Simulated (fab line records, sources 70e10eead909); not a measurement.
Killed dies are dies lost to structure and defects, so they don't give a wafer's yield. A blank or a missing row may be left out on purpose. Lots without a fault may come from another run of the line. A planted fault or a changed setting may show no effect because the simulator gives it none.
Chamber matching | flow nand_harc | NHARC_P_GATE_ALD_36 on ald_sin-02: 4 sister chambers
The step deposits SiNx, target thk 20 nm, pulse time 60 s, ald cycles 223. 8 wafers are shown with their chamber, then 8 later ones without.

WAFERS WITH THEIR CHAMBER
wafer  | chamber | heater_power_w (W) | precursor_pulse_height_rel
L078.4 | 0       | 678                | 0.986
L078.5 | 1       | 791                | 0.991
L080.2 | 0       | 703                | 0.988
L083.3 | 1       | 774                | 0.977
L083.5 | 3       | 918                | 1.003
L087.3 | 3       | 916                | 0.982
L087.5 | 2       | 815                | 0.999
L089.4 | 2       | 815                | 0.989

WAFERS WITHOUT THEIR CHAMBER
wafer  | heater_power_w (W) | precursor_pulse_height_rel
L089.3 | 765                | 0.990
L089.5 | 802                | 0.970
L093.4 | 926                | 0.987
L093.3 | 681                | 1.003
L093.6 | 797                | 0.994
L095.4 | 779                | 1.011
L095.6 | 702                | 1.009
L095.5 | 784                | 0.991

WHICH CHAMBER EACH WENT THROUGH
wafer  | from the rows above     | in truth
L089.3 | 1                       | 1
L089.5 | can't be placed: 1 or 2 | 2
L093.4 | 3                       | 3
L093.3 | 0                       | 0
L093.6 | can't be placed: 2 or 1 | 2
L095.4 | can't be placed: 1 or 2 | 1
L095.6 | 0                       | 0
L095.5 | 1                       | 1
Placed correctly: 5 of 8. Can't be placed from these rows: 3 (the true chamber is among the candidates in 3). Placed wrongly: 0.
How it was worked out, from the rows above alone: a wafer's distance from a chamber is the root of the sum, over the readings, of the square of ((its reading less the chamber's mean) divided by the reading's scatter). The wafer belongs to the nearest chamber; if the next one is less than 2 further off, it can't be placed. A chamber's mean is the mean of its shown wafers. The scatter: the root of (the sum of the squares of (reading less its chamber's mean) over the shown wafers, divided by (wafers less chambers)).
